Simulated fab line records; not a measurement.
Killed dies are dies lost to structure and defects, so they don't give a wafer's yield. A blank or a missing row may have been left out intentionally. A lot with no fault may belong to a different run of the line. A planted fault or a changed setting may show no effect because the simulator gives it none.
8D (eight disciplines) problem report, filled in by code -- flow n5-finfet -- the parts of the form that need people (team, actions taken, sign-off) are left out

1. PROBLEM STATEMENT
Mean of killed_at_M4_up at N5_PASSIVATION_PROBE_49: 338 across 4 wafers in 3 lots; on wafers with no fault it is 14 (standard deviation 5.3). That puts it +61 standard deviations away from the usual mean.
Earliest sighting: wafer L636.2 on prober-01 at day 18 08:14. The record holds 21 wafers of 7 lots with a number at this step. By rule, "out" or "out of limits" means more than 4 standard deviations away from the usual mean. All remaining wafers that have a number are taken as sound.

2. WHAT IT IS, WHAT IT ISN'T
question,is,is not
which readings at this step,"killed_at_M4_up, defect-limited-yield, killed-dies, killed-on-rim, sort_bin_5_function, sort_bin_6_memory, sort-n-pass, sort-yield-pct","killed_at_M0_to_M3, killed-at-contacts, killed-at-front-end, killed-at-other, killed-open, killed-short, sort_bin_8_speed"
which lots,"L636, L637, L639","L627, L629, L631, L635"
which wafers of those lots,"L636.2, L636.4, L637.1, L639.4","L636.1, L637.2, L637.5, L639.2, L639.3"
read on which tools,"prober-01, prober-02",-
when,from day 18 08:14,"up to then (13 sound wafers); but 4 sound wafers of L637, L639 came after"

3. SUSPECTS, AND WHAT RULES EACH OUT
Counting: if a tool at a process step up to the reading ran every lot that is out, it stays a suspect. Sound lots after the first of them don't rule it out here, since some wafers of a struck lot are sound.
- ecd-cu-01 at N5_BEOL_M5_ECD_50 (material Cu, target thk 300 nm): kept. It processed each lot that is out (first: L636, day 14 08:11); up to then, its last sound lot is L635 (day 13 13:32).
Remaining after the count: ecd-cu-01 at N5_BEOL_M5_ECD_50.

4. THE CAUSE (what the simulator had put in)
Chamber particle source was ecd-cu-01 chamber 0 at N5_BEOL_M5_ECD_50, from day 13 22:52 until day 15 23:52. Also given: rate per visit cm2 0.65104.
The count eliminated every tool but this one.

5. THE EFFECT CHAIN, in route order
Rows list readings where the struck wafers' mean (over those with a number) sits beyond 3 standard deviations from the usual. Only readings for which the record gives a usual standard deviation are gone through. hours: the time from each lot's start at the first step in this table that gives one to its start at this step, as a median over the lots. sigmas: the change in usual standard deviations.
hours,step,reading,usual,on struck wafers,change,sigmas
0,N5_PASSIVATION_PROBE_49,defect-limited-yield,91.7 %,65.3,-26.4,-18
0,N5_PASSIVATION_PROBE_49,killed_at_M4_up,14,338,+324,+61
0,N5_PASSIVATION_PROBE_49,killed-dies,98,410,+312,+17
0,N5_PASSIVATION_PROBE_49,killed-on-rim,13,55,+42,+12
0,N5_PASSIVATION_PROBE_49,sort_bin_5_function,4.9 %,21.2,+16.3,+18
0,N5_PASSIVATION_PROBE_49,sort_bin_6_memory,3.1 %,11.4,+8.3,+12
0,N5_PASSIVATION_PROBE_49,sort-n-pass,1082,770,-312,-17
0,N5_PASSIVATION_PROBE_49,sort-yield-pct,91.7 %,65.2,-26.5,-18
The process steps in it:
- N5_PASSIVATION_PROBE_49

6. WHAT WOULD HAVE CAUGHT IT SOONER
105 hours passed between the start of the fault at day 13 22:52 and the first reading out of limits in this record, taken at day 18 08:14.
Each of the lots that are out, 3 in all, had begun N5_BEOL_M5_ECD_50 on ecd-cu-01 no later than day 18 08:14. Tool hold at that time: it would have spared none of them.
